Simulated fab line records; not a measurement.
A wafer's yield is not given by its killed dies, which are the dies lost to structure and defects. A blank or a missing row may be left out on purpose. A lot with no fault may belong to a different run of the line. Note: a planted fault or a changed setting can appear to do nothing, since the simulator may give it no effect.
fab line records	flow n5_finfet	part 2 of 2: steps 23 to 33 of 33
record: lots: 5	wafers: 15	last_day: 18
route steps=1938 shown BEOL_M8@1378 BEOL_M9@1401
lots with no fault: from the same line, run without faults
start_h: start of the lot's first displayed wafer, in hours after the record's first day	wait_h: hours from the lot's prior step to this one	" as in the row above	L1.1+2: a row that stands for several wafers	- no value present, or no start provided	* or withheld: withheld	< > ~ a bound
route shown NAME@n: NAME is a module with steps in the file, n the number in the route of the first one	usual: mean/standard deviation of fault-free wafers	same: alike in all rows	chamber/n: place in a boat	sites: each site's reading	_std_site: how widely they spread, as a standard deviation	_edge_site: outer sites' mean less inner sites'	radius_mm: how far each site lies from the wafer's centre	mask NAME#n: copy n	behind: the tool/chamber that last shaped the wafer	hold: what put the lot on hold/how long, in hours/how the hold closed	device: the n, p or np transistor that did not switch	end of line: the route-end tests of the same wafers	for a step that has no rows: nothing shown but its recipe	killed: at the first sort, the dies lost to defects and structure; wafer yield is something else	map: shows each die of a wafer: x if killed, . if not, _ if none is there
set.NAME: the setting the step ran with; set.NAME@STEP: the setting that earlier step ran with	model.NAME: the simulator's own value behind a step, which no gauge read
lots at some steps of the route; a table a step, a row a wafer
services: from which hour (start_h, from the record's first day; less than 0 if before it) a tool's chamber was out of use, for how many hours, and why
== steps ==
step: N5_BEOL_M8_INSPECT_58
recipe: inspect_instrument: darkfield	mode: post_dep
usual: raw_defect_count: 71/21
lot.wafer	tool	chamber	start_h	wait_h	raw_defect_count
L076.1	defect_inspect-02	-	212.54	0.0	78
L076.5	"	-	"	"	72
L076.6	"	-	"	"	86
L078.3	defect_inspect-02	-	231.41	0.0	64
L078.5	"	-	"	"	34
L078.6	"	-	"	"	31
L082.2	defect_inspect-01	-	264.09	0.0	84
L082.3	"	-	"	"	117
L082.6	"	-	"	"	51
L091.1	defect_inspect-01	-	332.18	0.0	96
L091.4	"	-	"	"	59
L091.6	"	-	"	"	123
L096.3	defect_inspect-01	-	359.43	0.0	39
L096.5	"	-	"	"	47
L096.6	"	-	"	"	70
step: N5_BEOL_M9_ILD_DEP_00
recipe: material: SiCOH_lowk	target_thk_a: 3085.1	temp_c: 300	precursor: DEMS/porogen	pressure_torr: 5	rf_w: 500	time_s: 58
usual: heater_power_w: 333/40	showerhead_plenum_p_Torr: 5.735/0.016	throttle_valve_pct: 13.6/0.57
lot.wafer	tool	chamber	start_h	wait_h	heater_power_w	showerhead_plenum_p_Torr	throttle_valve_pct
L076.1	pecvd-02	1	212.58	0.0	312	5.731	14.3
L076.5	"	1	"	"	336	5.747	14.6
L076.6	"	0	"	"	300	5.777	13.7
L078.3	pecvd-03	0	231.44	0.0	302	5.741	13.8
L078.5	"	0	"	"	308	5.732	14.0
L078.6	"	2	"	"	292	5.730	12.9
L082.2	pecvd-04	0	264.13	0.0	368	5.738	13.0
L082.3	"	2	"	"	287	5.704	12.7
L082.6	"	1	"	"	308	5.737	13.6
L091.1	pecvd-03	2	332.22	0.0	320	5.706	12.9
L091.4	"	0	"	"	263	5.745	14.0
L091.6	"	2	"	"	327	5.702	12.9
L096.3	pecvd-03	2	359.47	0.0	325	5.723	13.0
L096.5	"	2	"	"	327	5.730	13.0
L096.6	"	1	"	"	333	5.747	14.1
step: N5_BEOL_M9_CURE_71
recipe: temp_c: 385	time_s: 240	ambient: He/Ar	material: SiCOH_lowk
usual: lamp_power_pct: 52.31/0.055	wafer_temp_C_max: 387.1/0.85
lot.wafer	tool	chamber	start_h	wait_h	lamp_power_pct	wafer_temp_C_max
L076.1	uv_cure-03	1	212.66	0.0	52.17	386.1
L076.5	"	1	"	"	52.30	386.3
L076.6	"	1	"	"	52.30	385.7
L078.3	uv_cure-02	0	231.68	0.2	52.31	389.4
L078.5	"	0	"	"	52.33	387.7
L078.6	"	0	"	"	52.30	387.3
L082.2	uv_cure-01	1	264.29	0.1	52.26	386.7
L082.3	"	1	"	"	52.29	386.9
L082.6	"	1	"	"	52.34	387.3
L091.1	uv_cure-01	1	332.44	0.2	52.26	387.1
L091.4	"	1	"	"	52.26	387.1
L091.6	"	1	"	"	52.29	387.8
L096.3	uv_cure-01	0	359.71	0.2	52.24	386.4
L096.5	"	0	"	"	52.39	385.9
L096.6	"	0	"	"	52.25	386.2
step: N5_BEOL_M9_THK_MEAS_01
recipe: reads: SiCOH_lowk_of_BEOL_M9_ILD_DEP_00
usual: M9_ILD_THK: 270/3.6
lot.wafer	tool	chamber	start_h	wait_h	M9_ILD_THK[nm]
L076.1	film_metro-02	-	213.17	0.4	266
L076.5	"	-	"	"	271
L076.6	"	-	"	"	276
L078.3	film_metro-02	-	232.04	0.3	266
L078.5	"	-	"	"	269
L078.6	"	-	"	"	274
L082.2	film_metro-02	-	264.72	0.4	265
L082.3	"	-	"	"	268
L082.6	"	-	"	"	278
L091.1	film_metro-02	-	332.95	0.4	270
L091.4	"	-	"	"	273
L091.6	"	-	"	"	271
L096.3	film_metro-01	-	360.06	0.3	269
L096.5	"	-	"	"	273
L096.6	"	-	"	"	270
step: N5_BEOL_M9_PECVD_70
recipe: material: SiO2	target_thk_a: 200	temp_c: 400	precursor: TEOS/O2	pressure_torr: 5.5	rf_w: 450	teos_flow_sccm: 53.8	gas: O2	flow_sccm: 3000	time_s: 22.7
usual: heater_power_w: 763/79	showerhead_plenum_p_Torr: 8.76/0.059	throttle_valve_pct: 21.7/0.93
lot.wafer	tool	chamber	start_h	wait_h	heater_power_w	showerhead_plenum_p_Torr	throttle_valve_pct
L076.1	pecvd-04	1	213.21	0.0	742	8.74	21.4
L076.5	"	0	"	"	901	8.80	21.4
L076.6	"	1	"	"	746	8.71	21.5
L078.3	pecvd-04	1	232.07	0.0	751	8.73	21.4
L078.5	"	0	"	"	858	8.81	21.4
L078.6	"	1	"	"	767	8.73	21.5
L082.2	pecvd-03	2	264.75	0.0	726	8.71	20.5
L082.3	"	0	"	"	729	8.76	22.7
L082.6	"	2	"	"	721	8.69	20.8
L091.1	pecvd-04	1	332.99	0.0	717	8.70	21.6
L091.4	"	2	"	"	712	8.70	20.5
L091.6	"	0	"	"	938	8.78	21.4
L096.3	pecvd-03	2	360.10	0.0	641	8.71	20.8
L096.5	"	2	"	"	634	8.71	21.2
L096.6	"	0	"	"	700	8.76	22.8
step: N5_BEOL_M9_HM_DEP_02
recipe: material: TiN	target_thk_a: 200	temp_c: 25	chamber_pressure_pa: 0.49996
usual: throttle_valve_pct: 30.0/0.84
lot.wafer	tool	chamber	start_h	wait_h	throttle_valve_pct
L076.1	pvd_sputter-03	-	213.54	0.3	29.1
L076.5	"	-	"	"	29.3
L076.6	"	-	"	"	30.8
L078.3	pvd_sputter-02	-	233.78	1.7	30.1
L078.5	"	-	"	"	30.2
L078.6	"	-	"	"	30.1
L082.2	pvd_sputter-02	-	264.93	0.2	30.0
L082.3	"	-	"	"	30.2
L082.6	"	-	"	"	29.6
L091.1	pvd_sputter-03	-	336.62	3.6	31.8
L091.4	"	-	"	"	30.0
L091.6	"	-	"	"	31.8
L096.3	pvd_sputter-03	-	362.44	2.3	29.0
L096.5	"	-	"	"	31.1
L096.6	"	-	"	"	29.8
step: N5_BEOL_M9_COAT_59
recipe: resist: SOC	temp_c: 250	time_s: 60	spin_rpm: 1500	resist_thk_nm: 100
usual: spin_speed_rpm: 1500.1/0.95
lot.wafer	tool	chamber	start_h	wait_h	spin_speed_rpm
L076.1	litho_track-03	0	213.67	0.1	1500.1
L076.5	"	0	"	"	1500.1
L076.6	"	0	"	"	1498.7
L078.3	litho_track-04	0	233.91	0.1	1500.9
L078.5	"	0	"	"	1501.0
L078.6	"	0	"	"	1500.3
L082.2	litho_track-04	0	265.06	0.1	1500.0
L082.3	"	0	"	"	1499.9
L082.6	"	0	"	"	1500.6
L091.1	litho_track-02	0	336.76	0.1	1502.2
L091.4	"	0	"	"	1500.7
L091.6	"	0	"	"	1500.3
L096.3	litho_track-02	0	362.57	0.1	1501.1
L096.5	"	0	"	"	1500.4
L096.6	"	0	"	"	1502.3
step: N5_BEOL_M9_COAT_60
recipe: resist: SiARC	temp_c: 220	time_s: 60	spin_rpm: 1500	resist_thk_nm: 30
usual: spin_speed_rpm: 1500.0/0.87
lot.wafer	tool	chamber	start_h	wait_h	spin_speed_rpm
L076.1	litho_track-03	0	-	-	1499.6
L076.5	"	0	"	"	1500.4
L076.6	"	0	"	"	1498.9
L078.3	litho_track-04	0	-	-	1500.6
L078.5	"	0	"	"	1501.6
L078.6	"	0	"	"	1500.6
L082.2	litho_track-04	0	-	-	1500.4
L082.3	"	0	"	"	1500.3
L082.6	"	0	"	"	1501.2
L091.1	litho_track-02	0	-	-	1500.0
L091.4	"	0	"	"	1499.9
L091.6	"	0	"	"	1499.9
L096.3	litho_track-02	0	-	-	1502.3
L096.5	"	0	"	"	1500.7
L096.6	"	0	"	"	1499.6
step: N5_BEOL_M9_COAT_05
recipe: resist: CAR-ArF	spin_rpm: 1500	resist_thk_nm: 90
usual: spin_speed_rpm: 1499.9/1
lot.wafer	tool	chamber	start_h	wait_h	spin_speed_rpm
L076.1	litho_track-03	0	-	-	1500.6
L076.5	"	0	"	"	1500.6
L076.6	"	0	"	"	1502.1
L078.3	litho_track-04	0	-	-	1499.9
L078.5	"	0	"	"	1499.5
L078.6	"	0	"	"	1499.4
L082.2	litho_track-04	0	-	-	1499.0
L082.3	"	0	"	"	1499.7
L082.6	"	0	"	"	1499.7
L091.1	litho_track-02	0	-	-	1501.7
L091.4	"	0	"	"	1502.2
L091.6	"	0	"	"	1500.0
L096.3	litho_track-02	0	-	-	1499.7
L096.5	"	0	"	"	1500.5
L096.6	"	0	"	"	1501.3
step: N5_BEOL_M9_EBR_07
recipe: solvent: PGMEA	ebr_width_mm: 1.5
lot.wafer	tool	chamber	start_h	wait_h
L076.1+5+6	litho_track-03	0	-	-
L078.3+5+6	litho_track-04	0	-	-
L082.2+3+6	litho_track-04	0	-	-
L091.1+4+6	litho_track-02	0	-	-
L096.3+5+6	litho_track-02	0	-	-
step: N5_BEOL_M9_SOFTBAKE_06
recipe: temp_c: 110	time_s: 60	resist: CAR-ArF
lot.wafer	tool	chamber	start_h	wait_h
L076.1+5+6	litho_track-03	0	-	-
L078.3+5+6	litho_track-04	0	-	-
L082.2+3+6	litho_track-04	0	-	-
L091.1+4+6	litho_track-02	0	-	-
L096.3+5+6	litho_track-02	0	-	-
== services ==
tool	chamber	start_h	hours	kind
pecvd-04	2	195.91	3.0	repair
cvd_co-02	-	198.82	0.5	repair
cmp-01	-	198.85	1.9	repair
pecvd-04	-	201.22	6.0	pm
pecvd-04	-	207.59	1.6	repair
cvd_co-02	-	212.88	6.9	pm
rie_diel-01	2	234.02	5.6	repair
pvd_sputter-01	-	234.69	2.1	repair
pecvd-03	1	235.50	1.9	repair
uv_cure-01	-	247.24	3.4	pm
uv_cure-01	-	251.83	0.3	repair
pvd_sputter-01	-	256.70	7.0	repair
uv_cure-02	-	259.52	7.5	pm
rtp_anneal-02	-	260.06	51.6	pm
wet_bench-06	-	275.69	7.7	repair
ecd_cu-01	-	284.09	5.8	pm
wet_bench-06	-	290.22	1.8	repair
pecvd-04	0	294.62	3.5	repair
ecd_cu-01	-	301.53	0.3	repair
cvd_co-02	-	309.57	2.8	pm
rie_diel-01	1	330.90	18.3	repair
pvd_sputter-01	-	340.25	1.8	repair
pecvd-01	-	349.86	2.9	repair
rie_diel-03	2	357.16	20.5	repair
